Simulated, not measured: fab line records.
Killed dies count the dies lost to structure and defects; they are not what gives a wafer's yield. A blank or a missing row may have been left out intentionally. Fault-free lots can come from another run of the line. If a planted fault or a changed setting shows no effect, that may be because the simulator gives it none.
Matching of chambers ; flow n5Finfet ; N5_BEOL_M0_PRE_CLEAN_131 on cvdCo-01: 3 sister chambers
The step time 15 s. 6 wafers are shown with their chamber, then 8 later ones without.

== WAFERS, EACH WITH ITS CHAMBER ==
wafer;chamber;heaterPowerW (W)
L079.5;2;117
L084.4;2;118
L085.6;1;66
L085.4;1;67
L085.5;0;64
L087.2;0;63

== WAFERS MISSING THEIR CHAMBER ==
wafer;heaterPowerW (W)
L087.4;66
L087.5;67
L091.3;65
L091.4;67
L091.5;65
L096.3;65
L096.5;68
L096.6;118

== EACH ONE'S CHAMBER ==
wafer;from the rows above;in truth
L087.4;1;1
L087.5;1;1
L091.3;can't be placed: 0 or 1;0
L091.4;1;1
L091.5;can't be placed: 0 or 1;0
L096.3;can't be placed: 0 or 1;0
L096.5;1;1
L096.6;2;2
Correctly placed: 5 of 8. Unplaceable from these rows: 3, with the true chamber sitting among the candidates in 3. Placed wrongly: 0.
How it was worked out, from the rows above alone: a wafer's distance from a chamber is the root of the sum, over the readings, of the square of ((its reading less the chamber's mean) divided by the reading's scatter). If the next closest chamber is less than 2 further off than the closest, the wafer can't be placed; otherwise it belongs to the closest. The mean given for a chamber averages the wafers shown for that chamber. The scatter is the square root of a quotient: the sum, over the shown wafers, of each reading's squared deviation from its chamber's mean, divided by wafers minus chambers.
